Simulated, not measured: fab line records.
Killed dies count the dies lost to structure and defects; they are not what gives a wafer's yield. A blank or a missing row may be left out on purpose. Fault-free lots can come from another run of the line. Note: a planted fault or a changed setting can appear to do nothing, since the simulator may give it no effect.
The tool behind it: which one? || flow n5 finfet || 9 lots with 27 wafers sampled at 7 steps, on a route of 1938 steps

## WHAT EACH GAUGE READ, for each wafer
N5_SD_EPI_P_EPI_MEAS_23. Usual: thk nm at 61.1 nm, with a standard deviation of 1.3.
{"lot": "L876", "measured": "day 3 16:05", "on": "film metro-01", "thk nm (nm)": "59.2 59.8 60.2", "flag": ""}
{"lot": "L877", "measured": "day 3 21:59", "on": "film metro-01", "thk nm (nm)": "60.3 60.3 60.8", "flag": ""}
{"lot": "L882", "measured": "day 5 04:52", "on": "film metro-01", "thk nm (nm)": "60.7 57.6 58.1", "flag": ""}
{"lot": "L889", "measured": "day 7 00:13", "on": "film metro-01", "thk nm (nm)": "68.0 67.8 68.5", "flag": "OFF"}
{"lot": "L890", "measured": "day 7 05:02", "on": "film metro-01", "thk nm (nm)": "67.1 65.6 66.1", "flag": "OFF"}
{"lot": "L891", "measured": "day 7 10:41", "on": "film metro-02", "thk nm (nm)": "66.2 67.7 65.6", "flag": "OFF"}
{"lot": "L894", "measured": "day 8 02:49", "on": "film metro-02", "thk nm (nm)": "60.7 63.9 63.8", "flag": ""}
{"lot": "L896", "measured": "day 8 18:47", "on": "film metro-02", "thk nm (nm)": "59.9 63.5 60.7", "flag": ""}
{"lot": "L898", "measured": "day 9 03:43", "on": "film metro-02", "thk nm (nm)": "62.5 61.1 60.7", "flag": ""}

N5_SD_ACTIVATION_RS_MEAS_03: measurement is done with a four-point probe. Usual: RS_SD_N 21.99 ohm/sq, standard deviation 0.26; RS_SD_P 56.2 ohm/sq, standard deviation 0.95.
{"lot": "L876", "measured": "day 3 16:51", "on": "film metro-01", "RS_SD_N (ohm/sq)": "21.68 22.02 21.89", "RS_SD_P (ohm/sq)": "58.4 57.9 57.7", "flag": ""}
{"lot": "L877", "measured": "day 3 22:39", "on": "film metro-02", "RS_SD_N (ohm/sq)": "22.17 22.18 22.26", "RS_SD_P (ohm/sq)": "55.3 56.8 56.1", "flag": ""}
{"lot": "L882", "measured": "day 5 05:34", "on": "film metro-02", "RS_SD_N (ohm/sq)": "22.05 22.19 22.23", "RS_SD_P (ohm/sq)": "56.7 55.9 56.6", "flag": ""}
{"lot": "L889", "measured": "day 7 00:59", "on": "film metro-01", "RS_SD_N (ohm/sq)": "22.24 22.35 21.90", "RS_SD_P (ohm/sq)": "49.8 49.6 49.7", "flag": "OFF"}
{"lot": "L890", "measured": "day 7 05:41", "on": "film metro-01", "RS_SD_N (ohm/sq)": "21.64 21.56 21.82", "RS_SD_P (ohm/sq)": "51.3 51.6 51.3", "flag": "OFF"}
{"lot": "L891", "measured": "day 7 11:25", "on": "film metro-01", "RS_SD_N (ohm/sq)": "21.65 21.83 21.38", "RS_SD_P (ohm/sq)": "51.7 51.7 51.8", "flag": "OFF"}
{"lot": "L894", "measured": "day 8 03:43", "on": "film metro-01", "RS_SD_N (ohm/sq)": "21.58 21.86 22.09", "RS_SD_P (ohm/sq)": "55.3 55.9 55.3", "flag": ""}
{"lot": "L896", "measured": "day 8 19:26", "on": "film metro-01", "RS_SD_N (ohm/sq)": "21.88 21.69 22.10", "RS_SD_P (ohm/sq)": "56.8 55.8 56.2", "flag": ""}
{"lot": "L898", "measured": "day 9 04:22", "on": "film metro-02", "RS_SD_N (ohm/sq)": "22.38 21.82 21.95", "RS_SD_P (ohm/sq)": "54.9 55.3 55.9", "flag": ""}

N5_BEOL_M4_RC_MEAS_101. Usual: DIBL_N 36.0 mV/V, standard deviation 2; DIBL_P 36.2 mV/V, standard deviation 2.2; IOFF_N 0.16 nA/um, standard deviation 0.034; IOFF_P 0.21 nA/um, standard deviation 0.04; ION_N 675 uA/um, standard deviation 12; ION_P 463 uA/um, standard deviation 7.2; RS_SD_P 66.1 ohm/sq, standard deviation 1.1; SS_N 71.6 mV/dec, standard deviation 0.6; SS_P 73.3 mV/dec, standard deviation 0.67; VT_N 250 mV, standard deviation 3; VT_P -251 mV, standard deviation 3.4.
{"lot": "L876", "measured": "day 8 10:36", "on": "prober-01", "DIBL_N (mV/V)": "38.6 37.0 36.2", "DIBL_P (mV/V)": "39.1 37.7 36.8", "IOFF_N (nA/um)": "0.22 0.19 0.18", "IOFF_P (nA/um)": "0.26 0.24 0.22", "ION_N (uA/um)": "692 684 683", "ION_P (uA/um)": "468 467 464", "RS_SD_P (ohm/sq)": "67.3 68.0 67.1", "SS_N (mV/dec)": "71.6 71.2 71.8", "SS_P (mV/dec)": "73.7 73.8 73.9", "VT_N (mV)": "248 246 245", "VT_P (mV)": "-250 -248 -250", "flag": ""}
{"lot": "L877", "measured": "day 8 20:47", "on": "prober-02", "DIBL_N (mV/V)": "33.9 35.8 33.0", "DIBL_P (mV/V)": "35.7 37.6 34.6", "IOFF_N (nA/um)": "0.13 0.15 0.11", "IOFF_P (nA/um)": "0.18 0.19 0.16", "ION_N (uA/um)": "667 680 648", "ION_P (uA/um)": "460 460 445", "RS_SD_P (ohm/sq)": "65.5 66.9 65.9", "SS_N (mV/dec)": "71.1 71.4 71.1", "SS_P (mV/dec)": "73.1 73.6 72.9", "VT_N (mV)": "251 248 255", "VT_P (mV)": "-252 -253 -255", "flag": ""}
{"lot": "L882", "measured": "day 10 01:41", "on": "prober-01", "DIBL_N (mV/V)": "38.6 36.6 37.7", "DIBL_P (mV/V)": "39.9 37.6 38.0", "IOFF_N (nA/um)": "0.24 0.20 0.22", "IOFF_P (nA/um)": "0.29 0.25 0.26", "ION_N (uA/um)": "697 680 693", "ION_P (uA/um)": "474 462 470", "RS_SD_P (ohm/sq)": "67.7 66.9 67.3", "SS_N (mV/dec)": "72.4 71.6 72.3", "SS_P (mV/dec)": "74.3 73.6 73.6", "VT_N (mV)": "242 245 245", "VT_P (mV)": "-245 -248 -248", "flag": ""}
{"lot": "L890", "measured": "day 12 04:16", "on": "prober-01", "DIBL_N (mV/V)": "34.8 38.0 34.1", "DIBL_P (mV/V)": "34.7 38.6 34.3", "IOFF_N (nA/um)": "0.16 0.23 0.15", "IOFF_P (nA/um)": "0.24 0.32 0.23", "ION_N (uA/um)": "713 737 708", "ION_P (uA/um)": "494 512 492", "RS_SD_P (ohm/sq)": "59.5 61.2 60.4", "SS_N (mV/dec)": "71.2 71.9 71.3", "SS_P (mV/dec)": "73.1 73.9 73.0", "VT_N (mV)": "250 246 248", "VT_P (mV)": "-244 -243 -245", "flag": "OFF"}
{"lot": "L891", "measured": "day 12 05:36", "on": "prober-01", "DIBL_N (mV/V)": "37.2 37.2 36.0", "DIBL_P (mV/V)": "37.5 37.3 36.2", "IOFF_N (nA/um)": "0.19 0.19 0.17", "IOFF_P (nA/um)": "0.28 0.27 0.24", "ION_N (uA/um)": "722 726 716", "ION_P (uA/um)": "507 504 498", "RS_SD_P (ohm/sq)": "60.7 60.8 61.2", "SS_N (mV/dec)": "72.1 71.8 71.3", "SS_P (mV/dec)": "73.5 73.0 73.0", "VT_N (mV)": "247 244 247", "VT_P (mV)": "-243 -243 -247", "flag": "OFF"}
{"lot": "L894", "measured": "day 12 11:17", "on": "prober-02", "DIBL_N (mV/V)": "35.3 39.6 34.0", "DIBL_P (mV/V)": "36.7 39.8 33.5", "IOFF_N (nA/um)": "0.16 0.24 0.14", "IOFF_P (nA/um)": "0.24 0.31 0.20", "ION_N (uA/um)": "681 696 660", "ION_P (uA/um)": "470 475 460", "RS_SD_P (ohm/sq)": "65.2 65.4 64.4", "SS_N (mV/dec)": "71.8 73.1 71.3", "SS_P (mV/dec)": "73.5 74.0 72.9", "VT_N (mV)": "248 248 251", "VT_P (mV)": "-247 -246 -250", "flag": ""}
{"lot": "L896", "measured": "day 14 02:49", "on": "prober-02", "DIBL_N (mV/V)": "36.8 38.6 34.2", "DIBL_P (mV/V)": "36.9 37.4 32.8", "IOFF_N (nA/um)": "0.16 0.20 0.13", "IOFF_P (nA/um)": "0.20 0.21 0.16", "ION_N (uA/um)": "672 692 664", "ION_P (uA/um)": "463 465 452", "RS_SD_P (ohm/sq)": "66.1 64.7 66.0", "SS_N (mV/dec)": "71.1 71.9 71.2", "SS_P (mV/dec)": "73.5 73.9 71.9", "VT_N (mV)": "249 247 252", "VT_P (mV)": "-253 -251 -254", "flag": ""}
{"lot": "L898", "measured": "day 14 05:08", "on": "prober-01", "DIBL_N (mV/V)": "34.0 35.2 35.9", "DIBL_P (mV/V)": "33.6 34.5 34.8", "IOFF_N (nA/um)": "0.12 0.14 0.15", "IOFF_P (nA/um)": "0.18 0.19 0.19", "ION_N (uA/um)": "669 666 673", "ION_P (uA/um)": "459 456 456", "RS_SD_P (ohm/sq)": "64.5 65.3 66.1", "SS_N (mV/dec)": "71.1 71.7 71.7", "SS_P (mV/dec)": "73.0 73.5 72.7", "VT_N (mV)": "253 252 250", "VT_P (mV)": "-252 -254 -253", "flag": ""}

## TOOL THAT RAN EACH LOT (tool first, then ch and the chambers of the sampled wafers, then the start)
{"lot": "L876", "N5_SD_EPI_N_DESCUM_14": "rie diel-02 ch 0,1, day 3 06:43", "N5_SD_EPI_N_ETCH_45": "rie diel-02 ch 0,1, day 3 07:14", "N5_SD_EPI_P_STRIP_40": "plasma asher-01 ch 0,1, day 3 13:22", "N5_SD_EPI_P_EPI_21": "epi rpcvd-02 ch 0, day 3 13:52"}
{"lot": "L877", "N5_SD_EPI_N_DESCUM_14": "rie diel-04 ch 1,2, day 3 13:22", "N5_SD_EPI_N_ETCH_45": "rie diel-04 ch 1,2, day 3 13:53", "N5_SD_EPI_P_STRIP_40": "plasma asher-01 ch 0,1, day 3 19:17", "N5_SD_EPI_P_EPI_21": "epi rpcvd-02 ch 0, day 3 20:29"}
{"lot": "L882", "N5_SD_EPI_N_DESCUM_14": "rie diel-02 ch 0,1, day 4 20:02", "N5_SD_EPI_N_ETCH_45": "rie diel-02 ch 0,1, day 4 20:33", "N5_SD_EPI_P_STRIP_40": "plasma asher-02 ch 1, day 5 01:19", "N5_SD_EPI_P_EPI_21": "epi rpcvd-01 ch 0, day 5 01:57"}
{"lot": "L889", "N5_SD_EPI_N_DESCUM_14": "rie diel-02 ch 2,3, day 6 16:19", "N5_SD_EPI_N_ETCH_45": "rie diel-02 ch 2,3, day 6 16:50", "N5_SD_EPI_P_STRIP_40": "plasma asher-02 ch 0,1, day 6 21:28", "N5_SD_EPI_P_EPI_21": "epi rpcvd-02 ch 0, day 6 21:59"}
{"lot": "L890", "N5_SD_EPI_N_DESCUM_14": "rie diel-01 ch 0,1,3, day 6 20:59", "N5_SD_EPI_N_ETCH_45": "rie diel-01 ch 0,1,3, day 6 21:30", "N5_SD_EPI_P_STRIP_40": "plasma asher-01 ch 0,1, day 7 02:20", "N5_SD_EPI_P_EPI_21": "epi rpcvd-02 ch 0, day 7 03:34"}
{"lot": "L891", "N5_SD_EPI_N_DESCUM_14": "rie diel-04 ch 0,3, day 7 02:35", "N5_SD_EPI_N_ETCH_45": "rie diel-04 ch 0,3, day 7 03:05", "N5_SD_EPI_P_STRIP_40": "plasma asher-02 ch 1, day 7 07:58", "N5_SD_EPI_P_EPI_21": "epi rpcvd-02 ch 0, day 7 08:50"}
{"lot": "L894", "N5_SD_EPI_N_DESCUM_14": "rie diel-01 ch 0,2,3, day 7 18:41", "N5_SD_EPI_N_ETCH_45": "rie diel-01 ch 0,2,3, day 7 19:12", "N5_SD_EPI_P_STRIP_40": "plasma asher-01 ch 0,1, day 8 00:06", "N5_SD_EPI_P_EPI_21": "epi rpcvd-04 ch 0, day 8 00:59"}
{"lot": "L896", "N5_SD_EPI_N_DESCUM_14": "rie diel-01 ch 0,2,3, day 8 10:36", "N5_SD_EPI_N_ETCH_45": "rie diel-01 ch 0,2,3, day 8 11:07", "N5_SD_EPI_P_STRIP_40": "plasma asher-02 ch 0,1, day 8 16:05", "N5_SD_EPI_P_EPI_21": "epi rpcvd-04 ch 0, day 8 16:58"}
{"lot": "L898", "N5_SD_EPI_N_DESCUM_14": "rie diel-01 ch 0,2,3, day 8 17:57", "N5_SD_EPI_N_ETCH_45": "rie diel-01 ch 0,2,3, day 8 18:28", "N5_SD_EPI_P_STRIP_40": "plasma asher-02 ch 0, day 9 00:09", "N5_SD_EPI_P_EPI_21": "epi rpcvd-01 ch 0, day 9 01:16"}
- N5_SD_EPI_N_DESCUM_14: chemistry O2, time 7.9 s.
- N5_SD_EPI_N_ETCH_45: etches SiOCN in CH3F/O2, target depth 6 nm.
- N5_SD_EPI_P_STRIP_40: strips in N2/H2.
- N5_SD_EPI_P_EPI_21: deposits SiGe:B, time 355 s.

## WHAT THE TOOLS THEMSELVES READ (means of the sampled wafers that have a number; where no wafer has one, the mark that the record gives instead)
N5_SD_EPI_N_DESCUM_14. Usual: chamber pressure mTorr 20.002 mTorr, standard deviation 0.02; drypump motor current A 5.7 A, standard deviation 0.46; oes product au 0.83 a.u., standard deviation 0.07; rf vpp V 242.8 V, standard deviation 1.2; showerhead plenum p Torr 2.07 Torr, standard deviation 0.062; throttle valve pct 20.34 %, standard deviation 0.16.
{"lot": "L876", "tool": "rie diel-02", "chamber pressure mTorr (mTorr)": 20.005, "drypump motor current A (A)": 5.8, "oes product au (a.u.)": 0.79, "rf vpp V (V)": 242.5, "showerhead plenum p Torr (Torr)": 2.03, "throttle valve pct (%)": 20.32, "flag": ""}
{"lot": "L877", "tool": "rie diel-04", "chamber pressure mTorr (mTorr)": 19.999, "drypump motor current A (A)": 5.2, "oes product au (a.u.)": 0.84, "rf vpp V (V)": 243.7, "showerhead plenum p Torr (Torr)": 2.06, "throttle valve pct (%)": 20.31, "flag": ""}
{"lot": "L882", "tool": "rie diel-02", "chamber pressure mTorr (mTorr)": 19.989, "drypump motor current A (A)": 5.8, "oes product au (a.u.)": 0.77, "rf vpp V (V)": 242.9, "showerhead plenum p Torr (Torr)": 2.03, "throttle valve pct (%)": 20.33, "flag": ""}
{"lot": "L889", "tool": "rie diel-02", "chamber pressure mTorr (mTorr)": 20.017, "drypump motor current A (A)": 5.8, "oes product au (a.u.)": 0.86, "rf vpp V (V)": 244.1, "showerhead plenum p Torr (Torr)": 2.09, "throttle valve pct (%)": 20.29, "flag": ""}
{"lot": "L890", "tool": "rie diel-01", "chamber pressure mTorr (mTorr)": 19.996, "drypump motor current A (A)": 5.8, "oes product au (a.u.)": 0.78, "rf vpp V (V)": 241.8, "showerhead plenum p Torr (Torr)": 2.02, "throttle valve pct (%)": 20.49, "flag": ""}
{"lot": "L891", "tool": "rie diel-04", "chamber pressure mTorr (mTorr)": 20.012, "drypump motor current A (A)": 5.9, "oes product au (a.u.)": 0.89, "rf vpp V (V)": 242.5, "showerhead plenum p Torr (Torr)": 2.06, "throttle valve pct (%)": 20.24, "flag": ""}
{"lot": "L894", "tool": "rie diel-01", "chamber pressure mTorr (mTorr)": 19.982, "drypump motor current A (A)": 6.0, "oes product au (a.u.)": 0.81, "rf vpp V (V)": 242.7, "showerhead plenum p Torr (Torr)": 2.06, "throttle valve pct (%)": 20.37, "flag": ""}
{"lot": "L896", "tool": "rie diel-01", "chamber pressure mTorr (mTorr)": 19.999, "drypump motor current A (A)": 6.0, "oes product au (a.u.)": 0.80, "rf vpp V (V)": 242.8, "showerhead plenum p Torr (Torr)": 2.05, "throttle valve pct (%)": 20.39, "flag": ""}
{"lot": "L898", "tool": "rie diel-01", "chamber pressure mTorr (mTorr)": 20.019, "drypump motor current A (A)": 6.0, "oes product au (a.u.)": 0.80, "rf vpp V (V)": 242.2, "showerhead plenum p Torr (Torr)": 2.05, "throttle valve pct (%)": 20.40, "flag": ""}

N5_SD_EPI_N_ETCH_45. Usual: chamber pressure mTorr 15.000 mTorr, standard deviation 0.015; drypump motor current A 5.8 A, standard deviation 0.45; oes product au 0.82 a.u., standard deviation 0.069; rf vpp V 127.3 V, standard deviation 0.89; showerhead plenum p Torr 1.98 Torr, standard deviation 0.058; throttle valve pct 23.28 %, standard deviation 0.13.
{"lot": "L876", "tool": "rie diel-02", "chamber pressure mTorr (mTorr)": 14.993, "drypump motor current A (A)": 5.8, "oes product au (a.u.)": 0.78, "rf vpp V (V)": 127.0, "showerhead plenum p Torr (Torr)": 1.95, "throttle valve pct (%)": 23.35, "flag": ""}
{"lot": "L877", "tool": "rie diel-04", "chamber pressure mTorr (mTorr)": 15.002, "drypump motor current A (A)": 5.2, "oes product au (a.u.)": 0.85, "rf vpp V (V)": 127.6, "showerhead plenum p Torr (Torr)": 1.96, "throttle valve pct (%)": 23.21, "flag": ""}
{"lot": "L882", "tool": "rie diel-02", "chamber pressure mTorr (mTorr)": 14.995, "drypump motor current A (A)": 5.8, "oes product au (a.u.)": 0.77, "rf vpp V (V)": 127.1, "showerhead plenum p Torr (Torr)": 1.95, "throttle valve pct (%)": 23.36, "flag": ""}
{"lot": "L889", "tool": "rie diel-02", "chamber pressure mTorr (mTorr)": 14.999, "drypump motor current A (A)": 5.8, "oes product au (a.u.)": 0.87, "rf vpp V (V)": 127.7, "showerhead plenum p Torr (Torr)": 2.00, "throttle valve pct (%)": 23.31, "flag": ""}
{"lot": "L890", "tool": "rie diel-01", "chamber pressure mTorr (mTorr)": 15.008, "drypump motor current A (A)": 5.8, "oes product au (a.u.)": 0.78, "rf vpp V (V)": 127.2, "showerhead plenum p Torr (Torr)": 1.92, "throttle valve pct (%)": 23.34, "flag": ""}
{"lot": "L891", "tool": "rie diel-04", "chamber pressure mTorr (mTorr)": 15.003, "drypump motor current A (A)": 5.9, "oes product au (a.u.)": 0.88, "rf vpp V (V)": 127.1, "showerhead plenum p Torr (Torr)": 1.99, "throttle valve pct (%)": 23.37, "flag": ""}
{"lot": "L894", "tool": "rie diel-01", "chamber pressure mTorr (mTorr)": 14.996, "drypump motor current A (A)": 6.0, "oes product au (a.u.)": 0.80, "rf vpp V (V)": 127.9, "showerhead plenum p Torr (Torr)": 1.96, "throttle valve pct (%)": 23.28, "flag": ""}
{"lot": "L896", "tool": "rie diel-01", "chamber pressure mTorr (mTorr)": 14.998, "drypump motor current A (A)": 6.0, "oes product au (a.u.)": 0.79, "rf vpp V (V)": 127.2, "showerhead plenum p Torr (Torr)": 1.96, "throttle valve pct (%)": 23.29, "flag": ""}
{"lot": "L898", "tool": "rie diel-01", "chamber pressure mTorr (mTorr)": 15.003, "drypump motor current A (A)": 6.0, "oes product au (a.u.)": 0.79, "rf vpp V (V)": 127.3, "showerhead plenum p Torr (Torr)": 1.96, "throttle valve pct (%)": 23.29, "flag": ""}

N5_SD_EPI_P_STRIP_40. Usual: drypump motor current A 5.5 A, standard deviation 0.52; heater power w 360 W, standard deviation 29; oes product au 0.761 a.u., standard deviation 0.011.
{"lot": "L876", "tool": "plasma asher-01", "drypump motor current A (A)": 5.1, "heater power w (W)": 330, "oes product au (a.u.)": 0.755, "flag": ""}
{"lot": "L877", "tool": "plasma asher-01", "drypump motor current A (A)": 5.6, "heater power w (W)": 323, "oes product au (a.u.)": 0.764, "flag": ""}
{"lot": "L882", "tool": "plasma asher-02", "drypump motor current A (A)": 5.9, "heater power w (W)": 353, "oes product au (a.u.)": 0.769, "flag": ""}
{"lot": "L889", "tool": "plasma asher-02", "drypump motor current A (A)": 5.4, "heater power w (W)": 385, "oes product au (a.u.)": 0.766, "flag": ""}
{"lot": "L890", "tool": "plasma asher-01", "drypump motor current A (A)": 5.6, "heater power w (W)": 323, "oes product au (a.u.)": 0.765, "flag": ""}
{"lot": "L891", "tool": "plasma asher-02", "drypump motor current A (A)": 5.9, "heater power w (W)": 359, "oes product au (a.u.)": 0.763, "flag": ""}
{"lot": "L894", "tool": "plasma asher-01", "drypump motor current A (A)": 5.6, "heater power w (W)": 322, "oes product au (a.u.)": 0.770, "flag": ""}
{"lot": "L896", "tool": "plasma asher-02", "drypump motor current A (A)": 5.6, "heater power w (W)": 372, "oes product au (a.u.)": 0.761, "flag": ""}
{"lot": "L898", "tool": "plasma asher-02", "drypump motor current A (A)": 5.1, "heater power w (W)": 401, "oes product au (a.u.)": 0.762, "flag": ""}

## THE ANSWER, worked out from the rows above alone
Rule: take the mean of a lot's wafers that have a number; if it is more than 3 standard deviations from the usual mean, the lot is off. A lot without any number at a reading at which 4 lots or more have one is off too. Any other lot the step has rows for is counted as sound. The gauges are gone through in route order, then the tools' own readings, and for those a lot's mean is taken as printed above. The first step at which some lot is off is used, and at that step the reading that is off furthest; a lot without a number counts as furthest.
Off: L889, L890, L891 (N5_SD_EPI_P_EPI_MEAS_23, thk nm).
If a tool, at a process step before that reading, ran all the lots that are off and no sound lot after the first of them, it fits. Gauges at N5_SD_EPI_P_EPI_MEAS_23: tried the same way as those tools. One fits: N5_SD_EPI_P_EPI_21 on epi rpcvd-02. A fault onset in the window from L877 (day 3 20:29, its last sound lot) to L889 (day 6 21:59, its first lot off) fits.

## WHAT THE SIMULATOR PUT IN
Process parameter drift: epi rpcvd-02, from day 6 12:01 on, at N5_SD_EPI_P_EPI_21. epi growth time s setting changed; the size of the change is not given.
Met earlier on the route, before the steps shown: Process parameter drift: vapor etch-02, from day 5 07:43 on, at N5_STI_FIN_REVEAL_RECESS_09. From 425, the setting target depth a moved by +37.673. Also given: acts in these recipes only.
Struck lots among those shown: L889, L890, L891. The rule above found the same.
